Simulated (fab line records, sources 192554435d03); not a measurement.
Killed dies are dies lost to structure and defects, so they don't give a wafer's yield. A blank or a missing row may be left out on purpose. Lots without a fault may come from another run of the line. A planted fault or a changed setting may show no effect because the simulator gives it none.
fab line records | flow n5_finfet
record lots=9 wafers=26 last_day=18
route steps=1938 shown SDB@347 BEOL_M4@1111 PASSIVATION@1936
lots that met no fault: from a run of the same line without faults
start_h: hours from the record's first day to the start of the lot's first wafer shown | wait_h: hours since the lot's step before | " the same as in the row above | L1.1+2: a row that stands for several wafers | - no value, or no start given | * or withheld: withheld | < > ~ a bound
route shown NAME@n: a module of which the file shows steps, and the number in the route of the first | usual: mean/standard deviation of fault-free wafers | same: alike in all rows | chamber/n: place in a boat | sites: the reading at each site | _std_site: their standard deviation | _edge_site: outer sites' mean less inner sites' | radius_mm: how far each site lies from the wafer's centre | mask NAME#n: copy n | behind: the tool/chamber that last shaped the wafer | hold: why the lot was held/for how many hours/how that ended | device: the transistor (n, p or np) that didn't switch | end of line: the same wafers' tests at the end of the route | a step without rows: its recipe alone | killed: dies lost to structure and defects at the first sort, not the wafer's yield | map: a wafer's dies, x killed, . not, _ none there
set.NAME: the setting as run; set.NAME@STEP: as run at that earlier step | model.NAME: the simulator's own value behind a step, which no gauge read
steps of the route over a sample of lots; a table a step, a row a wafer
services: from which hour (start_h, from the record's first day; less than 0 if before it) a tool's chamber was out of use, for how many hours, and why
## steps
# step N5_SDB_HM_DEP_00
# recipe material=SiNx target_thk_a=400 temp_c=400 precursor=SiH4/NH3/N2 pressure_torr=1.5 rf_w=300 time_s=35.3
# usual heater_power_outer_w=466/64 heater_power_w=776/92 showerhead_plenum_p_Torr=5.17/0.076 throttle_valve_pct=40.5/2.4
# columns lot.wafer tool chamber start_h wait_h heater_power_outer_w heater_power_w showerhead_plenum_p_Torr since_wet_clean_h throttle_valve_pct
L786.1 pecvd-02 2 87.32 0.0 401 673 5.13 14 36.9
L786.4 " 1 " " 513 874 5.09 - 41.7
L786.5 " 2 " " 394 664 5.13 - 37.0
L787.4 pecvd-02 0 93.19 0.1 415 762 5.12 - 39.4
L787.5 " 1 " " 461 778 5.10 - 41.9
L787.6 " 2 " " 357 626 5.13 - 36.8
L789.2 pecvd-03 2 104.14 0.0 465 795 5.12 2077 43.5
L789.3 " 1 " " 498 822 5.23 1352 41.1
L789.6 " 2 " " 473 781 5.13 - 43.3
L790.2 pecvd-01 2 110.02 0.0 506 849 5.23 241 36.4
L790.5 " 0 " " 545 857 5.28 - 42.6
L792.2 pecvd-02 2 121.65 0.0 393 652 5.13 49 37.1
L792.4 " 0 " " 486 831 5.13 - 39.6
L792.6 " 1 " " 438 777 5.09 - 41.6
L795.1 pecvd-02 2 137.47 0.0 394 701 5.14 65 37.2
L795.5 " 2 " " 398 686 5.13 - 37.2
L795.6 " 0 " " 441 794 5.11 - 39.5
L803.1 pecvd-01 2 191.96 0.0 451 795 5.22 323 37.0
L803.4 " 2 " " 461 778 5.24 - 36.8
L803.5 " 0 " " 576 892 5.29 - 42.6
L804.2 pecvd-01 1 192.83 0.0 434 732 5.07 1803 42.8
L804.5 " 0 " " 517 813 5.29 - 42.8
L804.6 " 1 " " 445 744 5.07 - 42.8
L806.3 pecvd-03 1 204.50 0.1 555 882 5.25 - 41.0
L806.5 " 0 " " 373 628 5.12 - 40.0
L806.6 " 1 " " 543 886 5.24 - 40.9
# step N5_SDB_CD_MEAS_11
# recipe target_cd_nm=50 landing_energy_ev=500 detector=se_inlens polarity=opening
# usual cd_nm=50.3/1.6
# same landing_energy_ev=500
# columns lot.wafer tool chamber start_h wait_h cd_nm
L786.1 cd_sem-03 0 87.64 - 51.7
L786.4 " 0 " " 52.1
L786.5 " 0 " " 51.1
L787.4 cd_sem-03 0 93.49 - 49.6
L787.5 " 0 " " 48.8
L787.6 " 0 " " 48.0
L789.2 cd_sem-01 0 104.59 - 52.3
L789.3 " 0 " " 52.2
L789.6 " 0 " " 51.7
L790.2 cd_sem-03 0 110.34 - 52.3
L790.5 " 0 " " 51.9
L792.2 cd_sem-02 0 121.98 - 52.8
L792.4 " 0 " " 50.8
L792.6 " 0 " " 52.2
L795.1 cd_sem-03 0 137.92 - 49.6
L795.5 " 0 " " 50.2
L795.6 " 0 " " 51.8
L803.1 cd_sem-03 0 192.41 - 52.0
L803.4 " 0 " " 51.0
L803.5 " 0 " " 51.7
L804.2 cd_sem-03 0 193.15 - 49.2
L804.5 " 0 " " 47.7
L804.6 " 0 " " 49.1
L806.3 cd_sem-03 0 204.96 - 48.9
L806.5 " 0 " " 47.8
L806.6 " 0 " " 48.2
# step N5_SDB_ETCH_17
# recipe chemistry=CF4 target=SiARC target_depth_a=234 mask_material=CAR-ArF time_s=39 ion_energy_ev=80 pressure_mtorr=40 source_w=545 bias_w=36 Ar_flow_sccm=100 cf4_flow_sccm=100 ends=cleared
# usual drypump_motor_current_A=5.68/0.26 etch_rf_on_time_s=38.6/1.4 oes_product_au=0.71/0.087 rf_fwd_power_W=534.6/2.9 rf_vpp_V=184.0/1.2 showerhead_plenum_p_Torr=2.14/0.076 throttle_valve_pct=15.49/0.22
# columns lot.wafer tool chamber start_h wait_h drypump_motor_current_A etch_rf_on_time_s oes_product_au rf_fwd_power_W rf_hours_counter_h rf_vpp_V showerhead_plenum_p_Torr throttle_valve_pct
L786.1 rie_diel-06 1 87.79 0.0 5.95 36.9 0.82 529.5 22 186.1 2.30 15.30
L786.4 " 3 " " 5.25 40.6 0.75 532.9 37 182.9 2.12 15.89
L786.5 " 0 " " 5.70 39.5 0.64 539.3 - 181.8 2.05 15.82
L787.4 rie_diel-02 0 94.18 0.0 5.96 37.6 0.77 529.4 - 186.1 2.17 15.51
L787.5 " 1 " " 5.57 39.7 0.59 537.0 - 183.4 2.05 15.83
L787.6 " 3 " " 6.07 38.4 0.65 540.6 - 184.8 2.13 15.44
L789.2 rie_diel-01 0 104.71 0.0 5.67 35.7 0.78 534.9 29 184.6 2.10 15.58
L789.3 " 3 " " 5.52 39.1 0.59 535.2 226 184.1 2.02 15.50
L789.6 " 1 " " 5.49 39.4 0.59 534.3 - 184.9 2.16 15.60
L790.2 rie_diel-02 0 110.46 0.0 5.96 38.7 0.74 530.5 45 185.1 2.17 15.55
L790.5 " 3 " " 6.13 39.4 0.63 538.7 - 183.3 2.13 15.47
L792.2 rie_diel-01 0 122.71 0.0 5.70 35.3 0.78 535.1 35 184.9 2.10 15.58
L792.4 " 3 " " 5.51 38.2 0.60 535.7 231 183.0 2.02 15.52
L792.6 " 1 " " 5.57 39.3 0.58 536.6 - 185.2 2.16 15.61
L795.1 rie_diel-01 3 138.16 0.0 5.52 38.6 0.59 537.5 236 182.6 2.02 15.51
L795.5 " 2 " " 5.84 40.4 0.66 538.3 - 181.7 2.07 15.35
L795.6 " 1 " " 5.53 40.0 0.57 531.7 - 184.8 2.16 15.62
L803.1 rie_diel-01 0 193.25 0.0 5.70 36.3 0.74 534.6 58 183.7 2.09 15.61
L803.4 " 2 " " 5.86 40.7 0.64 539.6 136 182.9 2.06 15.37
L803.5 " 3 " " 5.52 38.5 0.86 536.1 - 185.6 2.27 15.03
L804.2 rie_diel-01 0 193.54 0.0 5.68 36.4 0.74 531.6 58 183.5 2.09 15.62
L804.5 " 3 " " 5.48 38.1 0.86 531.7 - 184.9 2.27 15.03
L804.6 " 0 " " 5.67 36.5 0.74 531.1 - 183.9 2.09 15.62
L806.3 rie_diel-06 2 205.08 0.0 5.14 37.7 0.76 531.6 42 184.1 2.18 15.54
L806.5 " 3 " " 5.28 40.5 0.70 535.3 - 183.6 2.11 15.94
L806.6 " 0 " " 5.71 39.9 0.62 536.5 - 182.1 2.04 15.88
# step N5_SDB_ETCH_18
# recipe chemistry=N2/H2 target=SOC target_depth_a=1000 overetch_a=200 mask_material=SiARC temp_c=40 time_s=150 ion_energy_ev=200 pressure_mtorr=30 source_w=840 bias_w=150 n2_flow_sccm=200 h2_flow_sccm=200
# usual drypump_motor_current_A=5.69/0.27 oes_product_au=0.74/0.084 rf_fwd_power_W=837.6/2.5 rf_vpp_V=523.7/2.7 showerhead_plenum_p_Torr=2.55/0.1 throttle_valve_pct=17.79/0.29
# columns lot.wafer tool chamber start_h wait_h drypump_motor_current_A oes_product_au rf_fwd_power_W rf_hours_counter_h rf_vpp_V showerhead_plenum_p_Torr throttle_valve_pct
L786.1 rie_diel-06 1 87.83 0.0 5.96 0.82 834.0 22 528.5 2.70 17.39
L786.4 " 3 " " 5.28 0.80 840.2 37 522.9 2.48 18.04
L786.5 " 0 " " 5.73 0.68 836.7 - 521.6 2.44 18.09
L787.4 rie_diel-02 0 94.26 0.1 5.95 0.79 832.1 - 525.4 2.62 17.94
L787.5 " 1 " " 5.58 0.62 839.0 - 519.7 2.41 17.97
L787.6 " 3 " " 6.12 0.66 843.0 - 524.2 2.52 17.45
L789.2 rie_diel-01 0 104.75 0.0 5.66 0.79 835.7 29 522.4 2.52 17.99
L789.3 " 3 " " 5.51 0.62 840.1 226 520.7 2.40 17.64
L789.6 " 1 " " 5.55 0.62 836.9 - 526.2 2.66 18.32
L790.2 rie_diel-02 0 110.50 0.0 5.97 0.79 835.6 45 524.9 2.61 17.93
L790.5 " 3 " " 6.09 0.66 838.3 - 524.6 2.52 17.46
L792.2 rie_diel-01 0 122.74 0.0 5.71 0.77 837.5 35 522.0 2.52 18.01
L792.4 " 3 " " 5.51 0.62 835.6 231 520.1 2.40 17.67
L792.6 " 1 " " 5.50 0.62 838.6 - 525.3 2.66 18.35
L795.1 rie_diel-01 3 138.19 0.0 5.52 0.61 840.5 236 521.3 2.40 17.68
L795.5 " 2 " " 5.85 0.71 837.0 - 521.6 2.45 17.69
L795.6 " 1 " " 5.55 0.61 839.6 - 524.9 2.65 18.34
L803.1 rie_diel-01 0 193.29 0.0 5.70 0.74 1042.9 58 485.4 2.51 18.04
L803.4 " 2 " " 5.85 0.69 1034.6 136 485.4 2.44 17.72
L803.5 " 3 " " 5.51 0.89 1039.5 - 492.9 2.71 17.21
L804.2 rie_diel-01 0 193.58 0.0 5.72 0.75 1041.2 58 486.3 2.51 18.03
L804.5 " 3 " " 5.51 0.89 1037.3 - 492.7 2.71 17.24
L804.6 " 0 " " 5.70 0.75 1038.1 - 485.4 2.51 18.03
L806.3 rie_diel-06 2 205.11 0.0 5.15 0.79 830.6 42 526.1 2.56 17.67
L806.5 " 3 " " 5.26 0.76 836.6 - 522.6 2.46 18.09
L806.6 " 0 " " 5.71 0.66 838.5 - 521.1 2.42 18.13
# step N5_BEOL_M4_RC_MEAS_101
# usual DIBL_N=36.2/2.2 DIBL_P=36.1/2.8 IOFF_N=0.16/0.041 IOFF_P=0.21/0.047 ION_N=676/16 ION_P=463/11 SS_N=71.6/0.78 SS_P=73.3/0.86 VT_N=249/3.8 VT_P=-251/3.9
# columns lot.wafer tool chamber start_h wait_h DIBL_N[mV/V] DIBL_P[mV/V] IOFF_N[nA/um] IOFF_P[nA/um] ION_N[uA/um] ION_P[uA/um] SS_N[mV/dec] SS_P[mV/dec] VT_N[mV] VT_P[mV]
L787.4 prober-01 0 201.09 0.5 36.8 40.0 0.19 0.24 678 465 71.8 74.2 247 -244
L787.5 " 0 " " 35.3 38.0 0.17 0.21 679 464 71.7 73.3 246 -251
L787.6 " 0 " " 33.9 35.4 0.13 0.17 655 446 71.1 73.2 253 -251
L786.1 prober-02 0 202.84 0.0 37.1 37.5 0.18 0.23 682 465 72.0 73.7 246 -249
L786.4 " 0 " " 35.7 34.3 0.16 0.17 668 451 72.5 73.5 251 -252
L786.5 " 0 " " 35.9 36.3 0.16 0.20 684 465 71.1 73.9 250 -254
L790.2 prober-02 0 211.58 0.2 36.6 36.2 0.16 0.20 669 458 71.7 73.7 254 -252
L790.5 " 0 " " 37.7 38.9 0.19 0.23 682 459 72.2 74.6 249 -250
L789.2 prober-02 0 214.68 0.2 38.3 38.3 0.19 0.22 682 461 71.7 73.7 248 -250
L789.3 " 0 " " 35.8 34.9 0.15 0.19 689 468 71.2 73.6 248 -250
L789.6 " 0 " " 40.0 39.5 0.22 0.24 701 474 72.4 74.3 244 -249
L792.2 prober-02 0 237.18 0.2 37.7 37.3 0.18 0.23 680 463 72.4 73.0 249 -248
L792.4 " 0 " " 32.6 31.9 0.10 0.16 664 460 69.9 72.2 255 -253
L792.6 " 0 " " 39.5 40.4 0.22 0.28 678 464 71.7 74.3 247 -247
L795.1 prober-01 0 249.43 0.0 36.7 36.4 0.18 0.21 674 456 72.4 72.4 248 -252
L795.5 " 0 " " 33.6 32.9 0.12 0.16 659 449 71.2 72.3 252 -253
L795.6 " 0 " " 37.7 39.6 0.19 0.26 674 459 72.6 74.1 247 -247
L803.1 prober-01 0 303.48 0.0 36.5 37.7 0.16 0.24 677 474 70.9 74.4 250 -249
L803.4 " 0 " " 38.7 38.0 0.18 0.24 679 467 71.6 74.2 252 -249
L803.5 " 0 " " 38.9 38.5 0.18 0.25 680 473 72.0 73.5 250 -248
L804.2 prober-01 0 305.86 0.4 37.1 39.2 0.20 0.25 700 481 71.7 74.1 246 -247
L804.5 " 0 " " 35.2 37.6 0.16 0.22 675 461 71.9 73.6 248 -251
L804.6 " 0 " " 36.0 37.9 0.18 0.24 675 458 71.7 73.6 246 -249
L806.3 prober-01 0 313.13 0.3 35.8 38.1 0.15 0.23 661 461 70.6 74.0 250 -250
L806.5 " 0 " " 40.4 42.0 0.26 0.31 701 482 72.5 75.7 242 -245
L806.6 " 0 " " 31.0 31.3 0.08 0.13 647 449 69.6 71.7 260 -255
# step N5_PASSIVATION_PROBE_49
# usual defect_limited_yield=91.4/1.4 killed_at_M0_to_M3=33/10 killed_at_M4_up=14/6.1 killed_at_contacts=14/6.1 killed_at_front_end=38/9.7 killed_at_other=3.1/2.9 killed_dies=102/17 killed_open=67/13 killed_short=32/8 sort_bin_5_function=5.1/0.94 sort_bin_6_memory=3.2/0.68 sort_bin_8_speed=0.02/0.17 sort_n_pass=1078/17 sort_yield_pct=91.3/1.5
# same gross_dies=1180 killed_at_back_side=0 sort_bin_4_leakage[%]=0
# columns lot.wafer tool chamber start_h wait_h defect_limited_yield[%] killed_at_M0_to_M3 killed_at_M4_up killed_at_contacts killed_at_front_end killed_at_other killed_dies killed_open killed_short sort_bin_5_function[%] sort_bin_6_memory[%] sort_bin_8_speed[%] sort_n_pass sort_yield_pct[%]
L787.4 prober-01 - 305.55 0.2 91.9 23 16 8 49 0 96 61 35 5.0 3.1 0 1084 91.9
L787.5 prober-01 - 305.60 0.2 91.1 32 21 12 40 0 105 67 38 5.1 3.6 0 1075 91.1
L787.6 prober-01 - 305.65 0.3 91.9 27 9 9 46 5 96 68 28 5.1 2.9 0 1084 91.9
L786.1 prober-02 - 306.65 0.0 91.2 25 29 17 32 1 104 73 29 5.7 2.7 0 1076 91.2
L786.4 prober-02 - 306.80 0.2 92.5 22 11 23 32 1 89 69 19 4.6 2.8 0 1091 92.5
L786.5 prober-02 - 306.85 0.2 90.2 40 10 14 50 2 116 81 35 5.3 4.2 0 1064 90.2
L790.2 prober-01 - 322.88 0.1 93.4 30 13 9 18 8 78 56 20 4.7 1.7 0 1102 93.4
L790.5 prober-01 - 323.03 0.2 92.5 21 21 6 39 2 89 67 20 3.9 3.5 0 1091 92.5
L795.1 prober-01 - 350.99 0.0 89.8 44 12 14 46 4 120 66 54 5.9 3.9 0 1060 89.8
L795.5 prober-01 - 351.19 0.2 91.7 34 13 13 35 3 98 70 28 5.4 2.6 0 1082 91.7
L795.6 prober-01 - 351.24 0.3 88.8 59 16 23 27 7 132 90 40 6.3 4.2 0 1048 88.8
L803.1 prober-01 - 408.18 0.0 93.6 25 12 11 24 4 76 43 31 4.1 2.2 0 1104 93.6
L803.4 prober-01 - 408.33 0.2 93.0 23 14 11 28 7 83 52 26 3.1 3.1 0 1097 93.0
L803.5 prober-01 - 408.38 0.2 93.0 16 10 7 43 7 83 48 21 3.0 2.8 0 1097 93.0
L804.2 prober-01 - 415.98 0.1 92.8 24 4 11 40 6 85 48 30 3.9 2.5 0 1095 92.8
L804.5 prober-01 - 416.13 0.2 91.8 24 20 13 40 0 97 66 30 4.4 3.6 0 1083 91.8
L804.6 prober-01 - 416.18 0.3 91.7 23 20 8 45 2 98 66 31 4.1 4.1 0 1082 91.7
L806.3 prober-02 - 425.05 0.1 90.7 39 15 21 34 1 110 75 35 5.6 3.3 0 1070 90.7
L806.5 prober-02 - 425.15 0.2 92.2 44 10 9 29 0 92 60 32 5.0 2.4 0 1088 92.2
L806.6 prober-02 - 425.20 0.3 92.3 30 13 15 33 0 91 61 30 4.3 3.1 0.08 1088 92.2
# killed by level:class
L787.4 FIN_SAQP:geometric_particle:short=12 BEOL_M4:geometric_particle:open=10 BEOL_M1:geometric_particle:open=7 STI_FIN_REVEAL:geometric_particle:open=6 MOL_CONTACT_COAG:geometric_particle:open=5 DUMMY_GATE:geometric_particle:open=4 GATE_CUT:geometric_particle:short=4 GATE_CUT:geometric_particle:open=4
L787.5 STI_FIN_REVEAL:geometric_particle:open=14 BEOL_M4:geometric_particle:open=14 BEOL_M0_SAQP:geometric_particle:open=9 BEOL_M0_SAQP:geometric_particle:short=8 MOL_CONTACT_COAG:geometric_particle:short=6 MOL_CONTACT_COAG:geometric_particle:open=6 FIN_SAQP:geometric_particle:short=4 DUMMY_GATE:geometric_particle:short=4
L787.6 STI_FIN_REVEAL:geometric_particle:open=14 MOL_CONTACT_COAG:geometric_particle:open=9 ILD0:geometric_particle:short=6 FIN_SAQP:geometric_particle:open=5 BEOL_M3:geometric_particle:open=5 DUMMY_GATE:geometric_particle:open=4 ILD0:geometric_particle:open=4 BEOL_M0_SAQP:geometric_particle:open=4
L786.1 BEOL_M4:geometric_particle:open=16 MOL_CONTACT_COAG:geometric_particle:open=14 STI_FIN_REVEAL:geometric_particle:open=9 FIN_SAQP:geometric_particle:open=8 BEOL_M0_SAQP:geometric_particle:short=7 BEOL_M1:geometric_particle:open=6 BEOL_M0_SAQP:geometric_particle:open=5 BEOL_M4:geometric_particle:short=5
L786.4 MOL_CONTACT_COAG:geometric_particle:open=21 STI_FIN_REVEAL:geometric_particle:open=11 BEOL_M3:geometric_particle:open=6 FIN_SAQP:geometric_particle:open=5 BEOL_M0_SAQP:geometric_particle:open=5 BEOL_M4:geometric_particle:open=5 FIN_SAQP:geometric_particle:short=3 GATE_CUT:geometric_particle:short=3
L786.5 STI_FIN_REVEAL:geometric_particle:open=22 BEOL_M1:geometric_particle:open=12 MOL_CONTACT_COAG:geometric_particle:open=11 FIN_SAQP:geometric_particle:short=8 BEOL_M3:geometric_particle:open=8 FIN_SAQP:geometric_particle:open=5 STARTING-WAFER:geometric_particle:short=5 BEOL_M0_SAQP:geometric_particle:short=5
L790.2 STI_FIN_REVEAL:geometric_particle:open=9 BEOL_M2:geometric_particle:open=8 MOL_CONTACT_COAG:geometric_particle:open=6 BEOL_M0_SAQP:geometric_particle:open=6 BEOL_M4:geometric_particle:open=6 MIM_TOP:geometric_particle:open=5 MOL_CONTACT_COAG:geometric_particle:short=3 BEOL_M0_SAQP:geometric_particle:short=3
L790.5 STI_FIN_REVEAL:geometric_particle:open=13 BEOL_M4:geometric_particle:open=9 BEOL_M1:geometric_particle:open=7 FIN_SAQP:geometric_particle:short=5 ILD0:geometric_particle:open=5 MOL_CONTACT_COAG:geometric_particle:open=5 FIN_SAQP:geometric_particle:open=4 BEOL_M2:geometric_particle:open=4
L795.1 MOL_CONTACT_COAG:geometric_particle:open=11 DUMMY_GATE:geometric_particle:open=9 GATE_CUT:geometric_particle:short=9 BEOL_M0_SAQP:geometric_particle:short=9 BEOL_M4:geometric_particle:open=8 FIN_SAQP:geometric_particle:short=7 BEOL_M2:geometric_particle:open=6 BEOL_M3:geometric_particle:open=6
L795.5 FIN_SAQP:geometric_particle:open=12 MOL_CONTACT_COAG:geometric_particle:open=11 BEOL_M4:geometric_particle:open=8 BEOL_M3:geometric_particle:open=8 BEOL_M0_SAQP:geometric_particle:open=7 BEOL_M1:geometric_particle:open=7 FIN_SAQP:geometric_particle:short=6 GATE_CUT:geometric_particle:short=6
L795.6 MOL_CONTACT_COAG:geometric_particle:open=18 BEOL_M1:geometric_particle:open=15 BEOL_M0_SAQP:geometric_particle:short=10 BEOL_M4:geometric_particle:open=10 BEOL_M2:geometric_particle:open=9 STI_FIN_REVEAL:geometric_particle:open=6 BEOL_M3:geometric_particle:open=6 MOL_CONTACT_COAG:geometric_particle:short=5
L803.1 MOL_CONTACT_COAG:geometric_particle:open=7 BEOL_M0_SAQP:geometric_particle:short=5 ILD0:geometric_particle:short=5 GATE_CUT:geometric_particle:short=5 BEOL_M0_SAQP:geometric_particle:open=5 BEOL_M3:geometric_particle:open=5 MOL_CONTACT_COAG:geometric_particle:short=4 BEOL_M4:geometric_particle:short=4
L803.4 BEOL_M0_SAQP:geometric_particle:open=7 STI_FIN_REVEAL:geometric_particle:open=6 MOL_CONTACT_COAG:geometric_particle:open=6 MOL_CONTACT_COAG:geometric_particle:short=5 BEOL_M0_SAQP:geometric_particle:short=5 BEOL_M2:geometric_particle:open=5 HKMG_FIN:area_etch=5 GATE_CUT:geometric_particle:short=4
L803.5 HKMG_FIN:area_etch=13 FIN_SAQP:geometric_particle:open=7 STI_FIN_REVEAL:geometric_particle:open=6 BEOL_M3:geometric_particle:open=6 MOL_CONTACT_COAG:geometric_particle:open=4 DUMMY_GATE:geometric_particle:open=3 GATE_CUT:geometric_particle:short=3 MOL_CONTACT_COAG:geometric_particle:short=3
L804.2 STI_FIN_REVEAL:geometric_particle:open=16 MOL_CONTACT_COAG:geometric_particle:open=8 BEOL_M0_SAQP:geometric_particle:short=8 HKMG_FIN:area_etch=7 FIN_SAQP:geometric_particle:short=4 BEOL_M2:geometric_particle:open=4 GATE_CUT:geometric_particle:short=3 MOL_CONTACT_COAG:geometric_particle:short=3
L804.5 STI_FIN_REVEAL:geometric_particle:open=16 MOL_CONTACT_COAG:geometric_particle:open=12 BEOL_M4:geometric_particle:open=12 BEOL_M0_SAQP:geometric_particle:short=11 BEOL_M0_SAQP:geometric_particle:open=6 DUMMY_GATE:geometric_particle:open=5 GATE_CUT:geometric_particle:short=5 BEOL_M3:geometric_particle:open=4
L804.6 FIN_SAQP:geometric_particle:short=12 STI_FIN_REVEAL:geometric_particle:open=9 BEOL_M3:geometric_particle:open=8 ILD0:geometric_particle:open=7 MOL_CONTACT_COAG:geometric_particle:open=7 BEOL_M0_SAQP:geometric_particle:open=6 BEOL_M4:geometric_particle:open=6 FIN_SAQP:geometric_particle:open=4
L806.3 MOL_CONTACT_COAG:geometric_particle:open=18 BEOL_M1:geometric_particle:open=18 FIN_SAQP:geometric_particle:short=8 BEOL_M2:geometric_particle:open=8 GATE_CUT:geometric_particle:short=7 BEOL_M4:geometric_particle:open=5 FIN_SAQP:geometric_particle:open=4 BEOL_M0_SAQP:geometric_particle:short=4
L806.5 BEOL_M1:geometric_particle:open=15 BEOL_M2:geometric_particle:open=13 FIN_SAQP:geometric_particle:short=9 MOL_CONTACT_COAG:geometric_particle:open=5 BEOL_M3:geometric_particle:open=5 FIN_SAQP:geometric_particle:open=4 STI_FIN_REVEAL:geometric_particle:open=4 MOL_CONTACT_COAG:geometric_particle:short=4
L806.6 FIN_SAQP:geometric_particle:open=13 BEOL_M1:geometric_particle:open=11 MOL_CONTACT_COAG:geometric_particle:open=9 MOL_CONTACT_COAG:geometric_particle:short=6 BEOL_M2:geometric_particle:open=6 BEOL_M4:geometric_particle:open=6 STARTING-WAFER:geometric_particle:short=6 FIN_SAQP:geometric_particle:short=5
## services
# columns tool chamber start_h hours kind
rie_diel-02 1 73.48 4.4 repair
pecvd-02 2 74.80 2.1 scheduled_down
rie_diel-01 - 76.56 0.5 repair
rie_diel-06 0 99.42 8.1 repair
pecvd-02 0 102.82 13.4 repair
pecvd-01 1 112.75 4.2 repair
pecvd-03 - 120.21 1.9 repair
pecvd-03 - 134.93 2.8 pm
rie_diel-06 - 140.11 2.3 repair
rie_diel-01 0 144.40 8.7 repair
rie_diel-01 1 153.05 - clean
rie_diel-01 1 153.05 - consumable_replace:focus_ring
rie_diel-01 1 153.05 14.7 scheduled_down
rie_diel-01 1 153.05 14.7 vent_cycle
pecvd-01 - 157.44 1.0 repair
rie_diel-01 3 171.36 - clean
rie_diel-01 3 171.36 - consumable_replace:focus_ring
rie_diel-01 3 171.36 - consumable_replace:showerhead
rie_diel-01 3 171.36 16.3 scheduled_down
rie_diel-01 3 171.36 16.3 vent_cycle
pecvd-03 - 181.97 1.2 repair
pecvd-03 0 195.99 6.7 repair
pecvd-02 0 203.08 10.7 repair
pecvd-01 - 203.62 2.8 pm
## key
first_sign step=N5_SDB_ETCH_18 reading=rf_fwd_power_W direction=up sigmas=80 usual=* struck=*
effect step=N5_SDB_ETCH_18 reading=rf_vpp_V direction=down sigmas=13 usual=523.7 struck=488.0
met_at N5_SDB_ETCH_18
struck_lots L803,L804
baseline_loss step=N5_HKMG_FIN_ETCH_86 wafers=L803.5
not_acting_at N5_SDB_HM_DEP_00,N5_SDB_CD_MEAS_11,N5_SDB_ETCH_17
onset_between 138.19 193.29
fault kind=process_parameter_drift tool=rie_diel-01 chamber=- onset_h=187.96 steps=N5_SDB_ETCH_18 channel=source_w offset=201.6 shape=step end_h=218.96 acts_in=these_recipes_only stated=840
# baseline_loss: these wafers lose ten dies or more at that step, a loss of the line's own and not of a fault; the sort's usual values leave them out
